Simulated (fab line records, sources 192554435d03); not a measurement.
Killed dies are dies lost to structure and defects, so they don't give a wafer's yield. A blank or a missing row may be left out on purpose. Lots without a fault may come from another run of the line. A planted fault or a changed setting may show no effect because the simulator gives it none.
Split-lot experiment | flow n5_finfet | 7 lots, 21 wafers read, on a route of 1938 steps

THE SPLIT
At N5_BEOL_M9_HM_DEP_02 (deposits TiN, target thk 20 nm), the setting target_thk_a was moved away from the recipe's 200 angstrom on 9 of the 21 wafers read, by -5.5% to +9.2%. The other wafers ran this setting at the recipe's value.

The reading is taken at the split's own step.

THE READING
TiN_of_BEOL_M9_HM_DEP_02.thk_nm (the simulator's own value, which no gauge read), in nm, at N5_BEOL_M9_HM_DEP_02 (deposits TiN, target thk 20 nm). The file gives no usual value for it. The 12 wafers here that ran the recipe average 20.1 nm, standard deviation 0.31 nm.

wafer  | tool, chamber at the split | target_thk_a as run, angstrom | against the recipe | TiN_of_BEOL_M9_HM_DEP_02.thk_nm, nm | against lot-mates on the recipe
L083.1 | pvd_sputter-01, -          | 189                           | -5.5%              | 19                                  | -0.8
L083.3 | pvd_sputter-01, -          | 189                           | -5.5%              | 18.6                                | -1.2
L083.5 | pvd_sputter-01, -          | 200                           | recipe             | 19.8                                | -
L080.2 | pvd_sputter-03, -          | 191.1                         | -4.4%              | 19.4                                | -1.1
L080.4 | pvd_sputter-03, -          | 200                           | recipe             | 20.6                                | -
L080.5 | pvd_sputter-03, -          | 200                           | recipe             | 20.4                                | -
L079.1 | pvd_sputter-01, -          | 200                           | recipe             | 19.8                                | -
L079.3 | pvd_sputter-01, -          | 200                           | recipe             | 20.4                                | -
L079.4 | pvd_sputter-01, -          | 218.3                         | +9.2%              | 21.6                                | +1.5
L082.1 | pvd_sputter-01, -          | 200                           | recipe             | 20.4                                | -
L082.6 | pvd_sputter-01, -          | 200                           | recipe             | 20.4                                | -
L082.5 | pvd_sputter-01, -          | 215                           | +7.5%              | 21.6                                | +1.2
L094.3 | pvd_sputter-02, -          | 200                           | recipe             | 19.8                                | -
L094.4 | pvd_sputter-02, -          | 216.8                         | +8.4%              | 21.4                                | +1.4
L094.6 | pvd_sputter-02, -          | 200                           | recipe             | 20.2                                | -
L092.2 | pvd_sputter-03, -          | 213                           | +6.5%              | 21.4                                | no lot-mate on the recipe
L092.4 | pvd_sputter-03, -          | 213                           | +6.5%              | 21                                  | no lot-mate on the recipe
L092.5 | pvd_sputter-03, -          | 213                           | +6.5%              | 20.6                                | no lot-mate on the recipe
L096.1 | pvd_sputter-02, -          | 200                           | recipe             | 20                                  | -
L096.4 | pvd_sputter-02, -          | 200                           | recipe             | 19.6                                | -
L096.6 | pvd_sputter-02, -          | 200                           | recipe             | 20.2                                | -

THE FIT
A straight line over all 21 wafers: TiN_of_BEOL_M9_HM_DEP_02.thk_nm changes by +0.173 nm for each +1% of target_thk_a; r = +0.92; the points scatter about the line by 0.32 nm.
The same after taking each lot's own level away (the mean of its wafers on the recipe; 18 wafers): +0.174 nm for each +1%; r = +0.96; scatter 0.2 nm.
On that fit, the largest move of target_thk_a shifts the reading by 1.6 nm.
The lots' own levels span 19.80 to 20.50 nm, that is 2.3 times the standard deviation above.
So the lot-to-lot level changes the slope little: the two slopes agree.
Check: with one of the wafers moved furthest among these (+9.2%) left out of the fit, the line predicts +1.59 nm for it against its lot-mates. It came out at +1.5 nm against them.

OTHER SPLITS ON THESE WAFERS
These wafers also went through other splits before the reading. Each is held against what the fit with the lots' levels taken away leaves over:
other split on the same wafers | wafers away from the commonest value | r with TiN_of_BEOL_M9_HM_DEP_02.thk_nm (lot level and that fit taken away)
N5_BEOL_M5_EXPOSE_25 dose_mj   | 11                                   | +0.13
N5_BEOL_M5_VIA_ETCH_34 bias_w  | 7                                    | -0.03
N5_BEOL_M6_COAT_60 spin_rpm    | 6                                    | -0.05
N5_BEOL_M6_COAT_05 spin_rpm    | 8                                    | +0.18
N5_BEOL_M7_ETCH_61 source_w    | 7                                    | +0.08

THE FILE'S OWN FIT
TiN_of_BEOL_M9_HM_DEP_02.thk_nm changes by +0.172 nm for each +1% of target_thk_a, r = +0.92.
